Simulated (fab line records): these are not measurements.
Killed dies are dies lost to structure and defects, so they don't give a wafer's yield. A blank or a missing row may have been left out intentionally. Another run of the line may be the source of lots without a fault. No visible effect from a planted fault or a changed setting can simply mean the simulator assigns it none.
fab line records | flow nand_harc
record: lots: 14 | wafers: 42 | last_day: 25
route steps=1159 shown P_BONDPAD@380 A_ZERO_WELL@405 A_ONON_D1@438 END@1159
lots with no fault: from the same line, run without faults
start_h: hours from the record's opening day to when the first of the lot's shown wafers began | wait_h: hours elapsed since this lot's preceding step | " same as the row above | L1.1+2: a single row standing in for several wafers | - no value, or no start was given | * or withheld: withheld | < > ~ a bound
route shown NAME@n: a module of which the file shows steps, and the number in the route of the first | usual: mean/standard deviation of fault-free wafers | same: alike in all rows | chamber/n: place in a boat | sites: readings site by site | _std_site: standard deviation of those values | _edge_site: mean of outer sites minus mean of inner sites | radius_mm: how far each site lies from the wafer's centre | mask NAME#n: copy n | behind: tool/chamber where the wafer was last shaped | hold: why the lot was held/for how many hours/how that ended | device: whichever transistor did not switch (one of n, p or np) | end of line: the route-end tests of the same wafers | for a step that has no rows: nothing shown but its recipe | killed: at the first sort, the dies lost to defects and structure; wafer yield is something else | map: a wafer's dies, marking killed ones x, the rest . and places with no die _
set.NAME: setting as actually run; set.NAME@STEP: the setting as run at that earlier step | model.NAME: the simulator's own value behind a step, which no gauge read
the route's steps for a sample of lots (tables are steps, rows are wafers)
services: from which hour (start_h, from the record's first day; less than 0 if before it) a tool's chamber was out of use, for how many hours, and why
== steps ==
step: NHARC_P_BONDPAD_CMP_19
recipe: t_overpolish_s: 30 | cu_recess_touch_s: 16 | target_thk_nm: 160.81
usual: motor_current_A: 12.1/1.1 | overpolish_run_s: 30.000/0.0098
lot.wafer | tool   | chamber | start_h | wait_h | motor_current_A | overpolish_run_s
L273.4    | cmp-03 | 2       | 150.09  | -      | 11.5            | 30.014
L273.2    | "      | 3       | "       | "      | 14.2            | 29.995
L273.6    | "      | 0       | "       | "      | 13.1            | 29.996
L275.4    | cmp-02 | 1       | 161.43  | -      | 11.4            | 29.993
L275.2    | "      | 0       | "       | "      | 11.4            | 30.007
L275.5    | "      | 2       | "       | "      | 15.3            | 29.991
L277.1    | cmp-02 | 0       | 173.50  | -      | 11.3            | 30.017
L277.6    | "      | 3       | "       | "      | 11.3            | 29.985
L277.5    | "      | 0       | "       | "      | 11.5            | 30.016
L280.4    | cmp-02 | 0       | 182.63  | -      | 11.2            | 29.999
L280.1    | "      | 1       | "       | "      | 11.1            | 29.996
L280.6    | "      | 2       | "       | "      | 14.5            | 30.000
L285.3    | cmp-02 | 0       | 205.31  | -      | 11.4            | 29.991
L285.4    | "      | 1       | "       | "      | 11.1            | 30.013
L285.1    | "      | 2       | "       | "      | 14.7            | 29.995
L283.4    | cmp-01 | 2       | 207.23  | -      | 10.8            | 30.006
L283.1    | "      | 3       | "       | "      | 13.3            | 29.999
L283.2    | "      | 1       | "       | "      | 11.9            | 30.015
L282.3    | cmp-03 | 1       | 211.09  | -      | 11.4            | 30.016
L282.1    | "      | 3       | "       | "      | 13.7            | 30.027
L282.6    | "      | 1       | "       | "      | 12.2            | 29.978
L284.4    | cmp-02 | 0       | 212.93  | -      | 11.3            | 30.010
L284.2    | "      | 2       | "       | "      | 14.3            | 29.997
L284.3    | "      | 3       | "       | "      | 11.4            | 29.982
L287.4    | cmp-01 | 0       | 230.17  | -      | 11.9            | 30.015
L287.2    | "      | 1       | "       | "      | 11.3            | 30.001
L287.5    | "      | 3       | "       | "      | 12.8            | 29.998
L288.4    | cmp-03 | 0       | 232.14  | -      | 12.4            | 30.001
L288.1    | "      | 2       | "       | "      | 12.1            | 29.989
L288.5    | "      | 0       | "       | "      | 13.0            | 30.003
L289.3    | cmp-02 | 1       | 240.58  | -      | 10.9            | 30.011
L289.1    | "      | 3       | "       | "      | 10.3            | 29.999
L289.5    | "      | 1       | "       | "      | 10.7            | 30.005
L292.2    | cmp-02 | 1       | 251.21  | -      | 11.1            | 30.012
L292.4    | "      | 0       | "       | "      | 11.7            | 30.001
L292.6    | "      | 1       | "       | "      | 11.1            | 30.010
L293.2    | cmp-02 | 3       | 265.97  | -      | 11.4            | 29.994
L293.3    | "      | 0       | "       | "      | 11.7            | 30.008
L293.1    | "      | 1       | "       | "      | 11.0            | 30.000
L294.2    | cmp-01 | 2       | 272.74  | -      | 11.2            | 29.986
L294.4    | "      | 3       | "       | "      | 13.3            | 29.995
L294.6    | "      | 1       | "       | "      | 11.2            | 30.002
step: NHARC_A_ZERO_WELL_ETCH_13
recipe: target_depth_a: 1200 | time_s: 40.1 | hbr_flow_sccm: 150 | cl2_flow_sccm: 50 | rf_w: 400 | icp_w: 400 | bias_w: 100 | chemistry: HBr/Cl2
usual: drypump_motor_current_A: 5.8/0.41 | oes_product_au: 1.001/0.01 | throttle_valve_pct: 26.407/0.0084
lot.wafer | tool      | chamber | start_h | wait_h | drypump_motor_current_A | oes_product_au | rf_hours_counter_h | throttle_valve_pct
L273.4    | rie_si-01 | 3       | 152.54  | -      | 5.9                     | 1.013          | 0.2                | 26.412
L273.2    | "         | 0       | "       | "      | 5.5                     | 1.009          | 0.2                | 26.410
L273.6    | "         | 3       | "       | "      | 5.8                     | 1.012          | -                  | 26.419
L275.2    | rie_si-04 | 0       | 163.61  | -      | 5.6                     | 0.994          | 0.4                | 26.401
L275.4    | "         | 2       | "       | "      | 6.0                     | 0.994          | -                  | 26.401
L275.5    | "         | 1       | "       | "      | 6.0                     | 0.992          | -                  | 26.400
L277.1    | rie_si-04 | 1       | 175.71  | -      | 6.0                     | 0.996          | 0.5                | 26.405
L277.6    | "         | 1       | "       | "      | 6.0                     | 0.992          | -                  | 26.412
L277.5    | "         | 0       | "       | "      | 5.5                     | 0.979          | -                  | 26.407
L280.4    | rie_si-01 | 0       | 184.81  | -      | 5.5                     | 1.006          | 0.4                | 26.404
L280.1    | "         | 1       | "       | "      | 5.0                     | 1.015          | 0.3                | 26.403
L280.6    | "         | 3       | "       | "      | 5.8                     | 1.011          | -                  | 26.405
L285.3    | rie_si-04 | 0       | 207.54  | -      | 5.6                     | 0.970          | 0.7                | 26.412
L285.1    | "         | 1       | "       | "      | 6.0                     | 0.998          | 0.7                | 26.420
L285.4    | "         | 2       | "       | "      | 6.0                     | 1.003          | -                  | 26.383
L283.1    | rie_si-01 | 1       | 209.39  | -      | 5.1                     | 0.995          | 0.5                | 26.405
L283.4    | "         | 2       | "       | "      | 6.8                     | 1.004          | 0.6                | 26.412
L283.2    | "         | 0       | "       | "      | 5.6                     | 1.002          | 0.6                | 26.403
L282.1    | rie_si-03 | 1       | 213.35  | -      | 5.4                     | 0.986          | 0.4                | 26.414
L282.3    | "         | 3       | "       | "      | 5.7                     | 1.000          | 0.4                | 26.414
L282.6    | "         | 3       | "       | "      | 5.7                     | 0.999          | -                  | 26.405
L284.3    | rie_si-01 | 3       | 215.03  | -      | 5.9                     | 1.009          | 0.7                | 26.405
L284.4    | "         | 0       | "       | "      | 5.6                     | 1.008          | 0.6                | 26.414
L284.2    | "         | 2       | "       | "      | 6.8                     | 1.002          | 0.6                | 26.405
L287.2    | rie_si-03 | 1       | 232.32  | -      | 5.3                     | 0.990          | 0.6                | 26.401
L287.4    | "         | 3       | "       | "      | 5.7                     | 1.004          | 0.6                | 26.394
L287.5    | "         | 1       | "       | "      | 5.4                     | 0.976          | -                  | 26.401
L288.1    | rie_si-04 | 0       | 234.36  | -      | 5.6                     | 0.989          | 1.0                | 26.416
L288.5    | "         | 0       | "       | "      | 5.6                     | 0.982          | -                  | 26.407
L288.4    | "         | 2       | "       | "      | 6.0                     | 1.003          | -                  | 26.413
L289.1    | rie_si-04 | 1       | 242.64  | -      | 6.0                     | 1.003          | 1.0                | 26.393
L289.3    | "         | 2       | "       | "      | 6.0                     | 0.998          | 1.1                | 26.408
L289.5    | "         | 1       | "       | "      | 6.0                     | 1.009          | -                  | 26.407
L292.4    | rie_si-01 | 3       | 253.31  | -      | 5.8                     | 1.004          | 0.9                | 26.397
L292.2    | "         | 2       | "       | "      | 6.8                     | 1.007          | 0.8                | 26.401
L292.6    | "         | 0       | "       | "      | 5.5                     | 1.017          | -                  | 26.412
L293.3    | rie_si-03 | 3       | 268.05  | -      | 5.8                     | 1.005          | 0.9                | 26.411
L293.1    | "         | 0       | "       | "      | 6.1                     | 1.014          | 0.8                | 26.414
L293.2    | "         | 1       | "       | "      | 5.4                     | 0.980          | 0.9                | 26.389
L294.4    | rie_si-03 | 2       | 274.89  | -      | 5.8                     | 0.990          | 0.7                | 26.409
L294.2    | "         | 3       | "       | "      | 5.7                     | 1.004          | 1.0                | 26.419
L294.6    | "         | 3       | "       | "      | 5.8                     | 1.000          | -                  | 26.413
step: NHARC_A_ONON_D1_DEP_19
recipe: target_thk_a: 10000 | n2_flow_sccm: 2750 | n2o_flow_sccm: 2000 | nh3_flow_sccm: 500 | sih4_flow_sccm: 210 | temp_c: 400
lot.wafer  | tool          | chamber | start_h | wait_h
L273.2+4+6 | pecvd_onon-02 | 0       | 188.47  | 0.1
L275.2+4+5 | pecvd_onon-03 | 0       | 196.19  | 0.1
L277.1+5+6 | pecvd_onon-02 | 0       | 208.46  | 0.1
L280.1+4+6 | pecvd_onon-03 | 0       | 215.27  | 0.1
L283.1+2+4 | pecvd_onon-03 | 0       | 239.00  | 0.1
L285.1+3+4 | pecvd_onon-02 | 0       | 239.01  | 0.1
L282.1+3+6 | pecvd_onon-03 | 0       | 245.67  | 0.1
L284.2+3+4 | pecvd_onon-02 | 0       | 245.73  | 0.1
L288.1+4+5 | pecvd_onon-04 | 0       | 264.79  | 0.1
L287.2+4+5 | pecvd_onon-02 | 0       | 264.85  | 0.1
L289.1+3+5 | pecvd_onon-04 | 0       | 275.56  | 0.1
L292.2+4+6 | pecvd_onon-04 | 0       | 285.80  | 0.1
L293.1+2+3 | pecvd_onon-03 | 0       | 302.48  | 0.1
L294.2+4+6 | pecvd_onon-04 | 0       | 306.37  | 0.1
step: NHARC_A_ONON_D1_THK_MEAS_21
recipe: thk_meas_gauge: ellipsometry
usual: thk_nm: 1000/9.6
lot.wafer | tool          | chamber | start_h | wait_h | thk_nm
L273.2    | film_metro-02 | -       | 188.92  | -      | 1016
L273.4    | "             | -       | "       | "      | 1015
L273.6    | "             | -       | "       | "      | 1015
L275.2    | film_metro-01 | -       | 196.64  | -      | 990
L275.4    | "             | -       | "       | "      | 992
L275.5    | "             | -       | "       | "      | 990
L277.1    | film_metro-01 | -       | 208.96  | -      | 1003
L277.5    | "             | -       | "       | "      | 1003
L277.6    | "             | -       | "       | "      | 1004
L280.1    | film_metro-02 | -       | 215.79  | -      | 993
L280.4    | "             | -       | "       | "      | 992
L280.6    | "             | -       | "       | "      | 995
L283.1    | film_metro-01 | -       | 239.51  | -      | 541
L283.2    | "             | -       | "       | "      | 546
L283.4    | "             | -       | "       | "      | 545
L285.1    | film_metro-02 | -       | 239.53  | -      | 1002
L285.3    | "             | -       | "       | "      | 1000
L285.4    | "             | -       | "       | "      | 1000
L284.2    | film_metro-02 | -       | 246.18  | -      | 995
L284.3    | "             | -       | "       | "      | 996
L284.4    | "             | -       | "       | "      | 997
L282.1    | film_metro-01 | -       | 246.21  | -      | 526
L282.3    | "             | -       | "       | "      | 526
L282.6    | "             | -       | "       | "      | 527
L288.1    | film_metro-01 | -       | 265.30  | -      | 1017
L288.4    | "             | -       | "       | "      | 1019
L288.5    | "             | -       | "       | "      | 1020
L287.2    | film_metro-02 | -       | 265.31  | -      | 1016
L287.4    | "             | -       | "       | "      | 1017
L287.5    | "             | -       | "       | "      | 1018
L289.1    | film_metro-01 | -       | 276.07  | -      | 998
L289.3    | "             | -       | "       | "      | 997
L289.5    | "             | -       | "       | "      | 1000
L292.2    | film_metro-01 | -       | 286.26  | -      | 989
L292.4    | "             | -       | "       | "      | 989
L292.6    | "             | -       | "       | "      | 991
L293.1    | film_metro-02 | -       | 302.99  | -      | 1007
L293.2    | "             | -       | "       | "      | 1008
L293.3    | "             | -       | "       | "      | 1006
L294.2    | film_metro-02 | -       | 306.82  | -      | 986
L294.4    | "             | -       | "       | "      | 988
L294.6    | "             | -       | "       | "      | 987
step: NHARC_END_SORT_01
recipe: temp_c: 25
usual: killed_at_array: 26/10 | killed_at_other: 0.8/1.1 | killed_at_periphery: 3.3/2.6 | killed_dies: 30/11 | killed_open: 3.4/1.8 | killed_short: 2.0/1.3
same: gross_dies: 677
lot.wafer | tool      | chamber | start_h | wait_h | killed_at_array | killed_at_other | killed_at_periphery | killed_dies | killed_open | killed_short
L283.1    | prober-01 | 0       | 498.99  | 2.5    | 676             | 0               | 1                   | 677         | 6           | 0
L283.2    | prober-01 | 0       | 499.78  | 2.8    | 676             | 0               | 1                   | 677         | 4           | 0
L283.4    | prober-01 | 0       | 501.37  | 3.4    | 672             | 0               | 5                   | 677         | 6           | 3
L282.1    | prober-01 | 0       | 514.63  | 2.5    | 675             | 1               | 1                   | 677         | 6           | 3
L282.3    | prober-01 | 0       | 516.23  | 3.1    | 675             | 0               | 2                   | 677         | 3           | 2
L282.6    | prober-01 | 0       | 518.63  | 4.0    | 675             | 0               | 2                   | 677         | 3           | 3
killed by level:class
L283.1 A_ONON_D1:area_dep=661 A_CHANNEL_HOLE_D1:chamber_film_flake=7 A_CHANNEL_FILL_D1:geometric_particle:open=2 A_ONON_D1:geometric_particle:open=1 A_CHANNEL_HOLE_D1:geometric_particle:open=1 A_WL_FILL:geometric_particle:open=1 A_CONTACT:geometric_particle:open=1 P_ZERO_WELL:chamber_film_flake=1
L283.2 A_ONON_D1:area_dep=667 A_CHANNEL_HOLE_D1:chamber_film_flake=4 A_CONTACT:geometric_particle:open=3 A_M0:geometric_particle:open=1 P_ZERO_WELL:chamber_film_flake=1 A_CONTACT:chamber_film_flake=1
L283.4 A_ONON_D1:area_dep=657 A_CHANNEL_HOLE_D1:chamber_film_flake=6 A_CONTACT:chamber_film_flake=4 P_CONTACT:geometric_particle:open=2 P_CONTACT:geometric_particle:short=1 P_M1:geometric_particle:open=1 A_CHANNEL_HOLE_D1:geometric_particle:short=1 A_CHANNEL_HOLE_D1:geometric_particle:open=1
L282.1 A_ONON_D1:area_dep=643 A_SLIT:chamber_film_flake=14 A_CHANNEL_HOLE_D1:chamber_film_flake=4 A_CONTACT:geometric_particle:open=3 A_STAIRCASE:chamber_film_flake=3 A_BLC:geometric_particle:open=2 A_CONTACT:chamber_film_flake=2 P_M2:geometric_particle:short=1
L282.3 A_ONON_D1:area_dep=628 A_SLIT:chamber_film_flake=16 A_CHANNEL_HOLE_D1:chamber_film_flake=15 A_CONTACT:chamber_film_flake=9 A_ZERO_WELL:chamber_film_flake=2 A_STAIRCASE:chamber_film_flake=2 P_CONTACT:geometric_particle:short=1 P_M0:geometric_particle:open=1
L282.6 A_ONON_D1:area_dep=640 A_CHANNEL_HOLE_D1:chamber_film_flake=15 A_SLIT:chamber_film_flake=10 A_CONTACT:chamber_film_flake=4 A_STAIRCASE:chamber_film_flake=2 P_M0:geometric_particle:open=1 P_M1:geometric_particle:short=1 A_ONON_D1:geometric_particle:open=1
== services ==
tool          | chamber | start_h | hours | kind
rie_si-01     | -       | 127.00  | 9.0   | pm
cmp-02        | -       | 128.51  | 4.0   | pm
rie_si-04     | 3       | 147.76  | 51.3  | repair
pecvd_onon-03 | -       | 153.00  | 13.0  | pm
cmp-02        | -       | 154.72  | 6.1   | repair
rie_si-03     | -       | 155.00  | 9.0   | pm
cmp-03        | -       | 156.18  | 4.0   | pm
cmp-01        | -       | 179.74  | 4.0   | pm
rie_si-03     | 2       | 195.91  | 26.1  | repair
rie_si-04     | 3       | 207.03  | 1.3   | repair
cmp-01        | -       | 214.67  | 1.9   | repair
cmp-02        | -       | 226.51  | 4.0   | pm
cmp-03        | -       | 230.20  | 1.6   | repair
rie_si-04     | 1       | 233.59  | 5.3   | repair
cmp-02        | -       | 235.55  | 3.4   | repair
pecvd_onon-04 | -       | 237.28  | 13.0  | pm
cmp-02        | -       | 242.45  | 0.5   | repair
cmp-03        | -       | 254.18  | 4.0   | pm
cmp-02        | -       | 255.24  | 1.2   | repair
rie_si-03     | 2       | 263.08  | 5.3   | repair
rie_si-04     | -       | 276.00  | 9.0   | pm
cmp-01        | -       | 277.74  | 4.0   | pm
pecvd_onon-02 | -       | 292.00  | 13.0  | pm
rie_si-01     | -       | 304.00  | 9.0   | pm
== key ==
first_sign: step: NHARC_A_ONON_D1_THK_MEAS_21 | reading: thk_nm | direction: down | sigmas: 48 | usual: 1000 | struck: 535
effect: step: NHARC_END_SORT_01 | reading: killed_at_array | direction: up | sigmas: 62 | usual: 26 | struck: 675
more_kills_born_at: NHARC_A_ONON_D1_DEP_19@pecvd_onon-03: 3896
met_at NHARC_A_ONON_D1_DEP_19
struck_lots L282,L283
struck_wafers L282.1,L282.3,L282.6,L283.1,L283.2,L283.4
later_rows_left_out L282.1,L282.3,L282.6,L283.1,L283.2,L283.4
tester_left_out L282,L283
not_acting_at NHARC_P_BONDPAD_CMP_19,NHARC_A_ZERO_WELL_ETCH_13
onset_between 215.27 239.00
fault: kind: process_parameter_drift | tool: pecvd_onon-03 | chamber: 0 | onset_h: 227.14 | steps: NHARC_A_ONON_D1_DEP_19 | channel: target_thk_a | offset: * | shape: step | end_h: 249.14 | acts_in: * | stated: *
tester_left_out: of these lots the tester's yield and bins aren't shown, on N5 and GAA mostly nor the transistor test; their killed dies are dies lost to structure and defects alone, not to doping, threshold or leakage, so they don't give the yield
later_rows_left_out: the simulator's readings of these wafers behind a module that went badly wrong aren't trusted and aren't shown, but for the sort
